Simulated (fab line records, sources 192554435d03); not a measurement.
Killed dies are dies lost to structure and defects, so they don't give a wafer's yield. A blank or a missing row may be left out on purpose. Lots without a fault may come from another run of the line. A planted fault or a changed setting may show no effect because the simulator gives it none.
Split-lot experiment | flow n5_finfet | 7 lots, 39 wafers read, on a route of 1938 steps

THE SPLIT
At N5_MOL_CONTACT_COAG_EXPOSE_05 (exposes mask CA, defocus 0 nm), the setting dose_mj was moved away from the recipe's 38.25 on 18 of the 39 wafers read, by -7.7% to +7.2%. The other wafers ran this setting at the recipe's value.

FROM THE SPLIT TO THE READING: what the file shows between them, 13 steps
- N5_MOL_CONTACT_COAG_PEB_06: peb time 60 s
- N5_MOL_CONTACT_COAG_DEVELOP_07: develop time 30 s
- N5_MOL_CONTACT_COAG_CD_MEAS_08: target cd 28 nm
- N5_MOL_CONTACT_COAG_DESCUM_13: chemistry O2, time 7 s
- N5_MOL_CONTACT_COAG_ETCH_59: etches underlayer in N2/H2, target depth 13 nm, time 10.4 s
- N5_MOL_CONTACT_COAG_ETCH_105: etches SiARC in CF4, target depth 15.6 nm, time 26 s
- N5_MOL_CONTACT_COAG_ETCH_106: etches SOC in N2/H2, target depth 80 nm, overetch 16 nm, time 120 s
- N5_MOL_CONTACT_COAG_STRIP_107: strips in N2/H2
- N5_MOL_CONTACT_COAG_CONTACT_ETCH_14: etches SiO2 in C4F6/O2, target depth 27.5 nm, overetch 8.5 nm, time 20 s
- N5_MOL_CONTACT_COAG_STRIP_109: strips in C4F6/O2
- N5_MOL_CONTACT_COAG_ETCH_15: etches SiNx in CH3F/O2, stops on Si:P, target depth 7 nm
- N5_MOL_CONTACT_COAG_ETCH_110: etches Si in CF4/O2, target depth 2.5 nm, time 8 s
- N5_MOL_CONTACT_COAG_STRIP_98: strips in N2/H2

THE READING
cd_nm, in nm, at N5_MOL_CONTACT_COAG_CD_MEAS_99 (target cd 17.2 nm). Fault-free wafers of this fab line usually give 17.26 nm, standard deviation 0.28 nm.

wafer  | tool, chamber at the split | dose_mj as run | against the recipe | cd_nm, nm | against lot-mates on the recipe
L074.3 | euv_scanner-01, 0          | 38.25          | recipe             | 17.44     | -
L074.4 | euv_scanner-01, 0          | 38.25          | recipe             | 17.08     | -
L074.6 | euv_scanner-01, 0          | 38.25          | recipe             | 17.15     | -
L075.1 | euv_scanner-01, 0          | 38.25          | recipe             | 17.35     | -
L075.2 | euv_scanner-01, 0          | 38.25          | recipe             | 16.68     | -
L075.3 | euv_scanner-01, 0          | 41.01          | +7.2%              | 18.78     | +1.70
L075.4 | euv_scanner-01, 0          | 38.25          | recipe             | 17.22     | -
L075.5 | euv_scanner-01, 0          | 41.01          | +7.2%              | 18.90     | +1.82
L075.6 | euv_scanner-01, 0          | 41.01          | +7.2%              | 18.91     | +1.83
L082.1 | euv_scanner-02, 0          | 38.25          | recipe             | 16.81     | -
L082.2 | euv_scanner-02, 0          | 38.25          | recipe             | 16.96     | -
L082.3 | euv_scanner-02, 0          | 38.25          | recipe             | 17.62     | -
L082.4 | euv_scanner-02, 0          | 36.42          | -4.8%              | 15.98     | -1.15
L082.5 | euv_scanner-02, 0          | 36.42          | -4.8%              | 15.91     | -1.22
L082.6 | euv_scanner-02, 0          | 36.42          | -4.8%              | 15.52     | -1.61
L084.1 | euv_scanner-01, 0          | 38.25          | recipe             | 16.89     | -
L084.2 | euv_scanner-01, 0          | 37.04          | -3.2%              | 16.42     | -0.74
L084.3 | euv_scanner-01, 0          | 38.25          | recipe             | 17.01     | -
L084.4 | euv_scanner-01, 0          | 37.04          | -3.2%              | 16.37     | -0.79
L084.5 | euv_scanner-01, 0          | 37.04          | -3.2%              | 16.38     | -0.78
L084.6 | euv_scanner-01, 0          | 38.25          | recipe             | 17.59     | -
L089.1 | euv_scanner-02, 0          | 36.26          | -5.2%              | 16.05     | -1.21
L089.2 | euv_scanner-02, 0          | 38.25          | recipe             | 16.99     | -
L089.3 | euv_scanner-02, 0          | 36.26          | -5.2%              | 15.69     | -1.57
L089.4 | euv_scanner-02, 0          | 38.25          | recipe             | 17.42     | -
L089.5 | euv_scanner-02, 0          | 36.26          | -5.2%              | 15.86     | -1.40
L089.6 | euv_scanner-02, 0          | 38.25          | recipe             | 17.37     | -
L095.1 | euv_scanner-02, 0          | 40.98          | +7.1%              | 18.56     | +1.27
L095.2 | euv_scanner-02, 0          | 40.98          | +7.1%              | 19.02     | +1.73
L095.3 | euv_scanner-02, 0          | 38.25          | recipe             | 17.39     | -
L095.4 | euv_scanner-02, 0          | 38.25          | recipe             | 16.91     | -
L095.5 | euv_scanner-02, 0          | 38.25          | recipe             | 17.56     | -
L095.6 | euv_scanner-02, 0          | 40.98          | +7.1%              | 18.92     | +1.63
L097.1 | euv_scanner-02, 0          | 38.25          | recipe             | 17.62     | -
L097.2 | euv_scanner-02, 0          | 35.3           | -7.7%              | 15.68     | -1.73
L097.3 | euv_scanner-02, 0          | 38.25          | recipe             | 17.43     | -
L097.4 | euv_scanner-02, 0          | 35.3           | -7.7%              | 15.42     | -1.99
L097.5 | euv_scanner-02, 0          | 35.3           | -7.7%              | 15.84     | -1.57
L097.6 | euv_scanner-02, 0          | 38.25          | recipe             | 17.18     | -

THE FIT
A straight line over all 39 wafers: cd_nm changes by +0.233 nm for each +1% of dose_mj; r = +0.97; the points scatter about the line by 0.26 nm.
The same after taking each lot's own level away (the mean of its wafers on the recipe; 39 wafers): +0.24 nm for each +1%; r = +0.97; scatter 0.24 nm.
On that fit, the largest move of dose_mj shifts the reading by 1.8 nm.
The lots' own levels span 17.083 to 17.410 nm, that is 1.2 times the standard deviation above.
So the lot-to-lot level changes the slope little: the two slopes agree.
Check: with one of the wafers moved furthest among these (-7.7%) left out of the fit, the line predicts -1.89 nm for it against its lot-mates. It came out at -1.73 nm against them.

THE WHOLE CHAIN: every reading that the file lists as answering this split, in the file's order
step                           | what it does                                                | reading                                                                        | change (the file's fit)               | r (the file's)
N5_MOL_CONTACT_COAG_CD_MEAS_08 | target cd 28 nm                                             | cd_nm                                                                          | +0.234 nm for each +1% of the setting | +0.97
N5_MOL_CONTACT_COAG_ETCH_59    | etches underlayer in N2/H2, target depth 13 nm, time 10.4 s | MOL_CONTACT_COAG.cd_offset_nm (the simulator's own value, which no gauge read) | +0.226 nm for each +1% of the setting | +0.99
N5_MOL_CONTACT_COAG_ETCH_105   | etches SiARC in CF4, target depth 15.6 nm, time 26 s        | MOL_CONTACT_COAG.cd_offset_nm (the simulator's own value, which no gauge read) | +0.221 nm for each +1% of the setting | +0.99
N5_MOL_CONTACT_COAG_ETCH_15    | etches SiNx in CH3F/O2, stops on Si:P, target depth 7 nm    | MOL_CONTACT_COAG.cd_offset_nm (the simulator's own value, which no gauge read) | +0.239 nm for each +1% of the setting | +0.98
N5_MOL_CONTACT_COAG_CD_MEAS_99 | target cd 17.2 nm                                           | cd_nm                                                                          | +0.241 nm for each +1% of the setting | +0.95

THE FILE'S OWN FIT
cd_nm changes by +0.241 nm for each +1% of dose_mj, r = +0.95.
